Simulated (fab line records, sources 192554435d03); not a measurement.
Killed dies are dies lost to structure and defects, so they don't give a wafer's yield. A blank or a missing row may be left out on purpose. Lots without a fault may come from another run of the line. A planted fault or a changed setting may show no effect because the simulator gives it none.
Chamber matching | flow n5_finfet | N5_SD_EPI_P_ETCHBACK_46 on rie_diel-05: 4 sister chambers
The step etches SiNx in CH3F/O2, stops on SiO2, target depth 17.5 nm. 4 wafers are shown with their chamber, then 9 later ones without.

WAFERS WITH THEIR CHAMBER
wafer  | chamber | showerhead_plenum_p_Torr (Torr)
L083.2 | 1       | 2.02
L086.2 | 3       | 1.94
L092.4 | 2       | 1.90
L092.5 | 0       | 2.06

WAFERS WITHOUT THEIR CHAMBER
wafer  | showerhead_plenum_p_Torr (Torr)
L093.2 | 1.93
L093.4 | 1.90
L093.6 | 2.06
L095.1 | 1.93
L095.3 | 1.90
L095.6 | 1.90
L096.1 | 2.02
L096.3 | 1.93
L096.4 | 1.93

WHICH CHAMBER EACH WENT THROUGH
wafer  | from the rows above | in truth
L093.2 | 3                   | 3
L093.4 | 2                   | 2
L093.6 | 0                   | 0
L095.1 | 3                   | 3
L095.3 | 2                   | 2
L095.6 | 2                   | 2
L096.1 | 1                   | 1
L096.3 | 3                   | 3
L096.4 | 3                   | 3
Placed correctly: 9 of 9. Can't be placed from these rows: 0. Placed wrongly: 0.
How it was worked out, from the rows above alone: a wafer's distance from a chamber is the root of the sum, over the readings, of the square of ((its reading less the chamber's mean) divided by the reading's scatter). The wafer belongs to the nearest chamber; if the next one is less than 2 further off, it can't be placed. A chamber's mean is the mean of its shown wafers. The scatter: with one shown wafer a chamber, the root of the mean of the squares of how far each hidden wafer lies from its nearest shown one.
